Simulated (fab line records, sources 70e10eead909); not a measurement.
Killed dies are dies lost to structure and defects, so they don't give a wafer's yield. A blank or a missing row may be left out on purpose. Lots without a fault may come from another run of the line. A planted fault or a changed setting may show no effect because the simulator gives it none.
Problem report in the 8D (eight disciplines) form, filled by code | flow nand_harc | the parts of the form that need people (team, actions taken, sign-off) are left out

1. THE PROBLEM
oes_product_au at NHARC_A_SGD_CUT_ETCH_59 reads a mean of 0.845 a.u. on 2 wafers of 2 lots; wafers without a fault read 0.999 a.u. with a standard deviation of 0.007. That is -22 standard deviations from the usual mean.
The step: etches the open film in N2/H2, target depth 260 nm, time 406.25 s.
First seen on wafer L186.1, day 18 15:41, on rie_diel-02. The record holds 42 wafers of 14 lots with a number at this step. Rule for "out", or "out of limits": more than 4 standard deviations from the usual mean. The other wafers with a number count as sound.

2. WHAT IT IS AND WHAT IT IS NOT
question                    | is                | is not
which readings at this step | oes_product_au    | drypump_motor_current_A, rf_vpp_V, showerhead_plenum_p_Torr, throttle_valve_pct
which lots                  | L186, L187        | L169, L170, L171, L172, L174, L175, L176, L177, L178, L180, L181, L188
which wafers of those lots  | L186.1, L187.3    | L186.3, L186.6, L187.1, L187.4
read on which tools         | rie_diel-02       | rie_diel-12, rie_diel-13
when                        | from day 18 15:41 | up to then (32 sound wafers); but 8 sound wafers of L181, L187, L188 came after

3. SUSPECTS, AND WHAT RULES EACH OUT
Counting: a tool at a process step up to the reading stays a suspect if it ran every lot that is out. Sound lots after the first of them don't rule it out here, since some wafers of a struck lot are sound.
- rie_diel-04 at NHARC_A_STAIRCASE_DESCUM_443 (chemistry O2, time 3 s): kept. It ran every lot that is out, first L186 (day 18 09:34); its last sound lot up to then is L180 (day 16 20:31).
- rie_diel-02 at NHARC_A_SGD_CUT_ETCH_59 (etches the open film in N2/H2, target depth 260 nm, time 406.25 s): kept. It ran every lot that is out, first L186 (day 18 15:41); its last sound lot up to then is L177 (day 16 14:49). Its own readings are out on those wafers: oes_product_au.
- Within rie_diel-04 at NHARC_A_STAIRCASE_DESCUM_443: the wafers that are out ran in chamber 3; their sound lot-mates ran in chambers 0, 1, 2.
- Within rie_diel-02 at NHARC_A_SGD_CUT_ETCH_59: the wafers that are out ran in chamber 1; their sound lot-mates ran in chambers 0, 2.
Left after counting: rie_diel-04 at NHARC_A_STAIRCASE_DESCUM_443, rie_diel-02 at NHARC_A_SGD_CUT_ETCH_59.

4. THE CAUSE (what the simulator had put in)
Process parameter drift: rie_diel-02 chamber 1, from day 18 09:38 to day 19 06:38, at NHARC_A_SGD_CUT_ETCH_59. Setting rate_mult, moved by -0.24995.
Counting left 2 suspects, and this tool is among them.

5. THE CHAIN OF EFFECTS, in route order
Each row: a reading whose mean over the struck wafers that have a number lies more than 3 standard deviations from the usual. Only readings for which the record gives a usual standard deviation are gone through. hours: the time from each lot's start at the first step in this table that gives one to its start at this step, as a median over the lots. sigmas: the change in usual standard deviations.
hours | step                    | reading        | usual      | on struck wafers | change | sigmas
0     | NHARC_A_SGD_CUT_ETCH_59 | oes_product_au | 0.999 a.u. | 0.845            | -0.154 | -22
The process steps in it:
- NHARC_A_SGD_CUT_ETCH_59: etches the open film in N2/H2, target depth 260 nm, time 406.25 s.

6. WHAT WOULD HAVE CAUGHT IT SOONER
In this record the first reading out of limits was taken at day 18 15:41, 6 hours after the fault began at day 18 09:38.
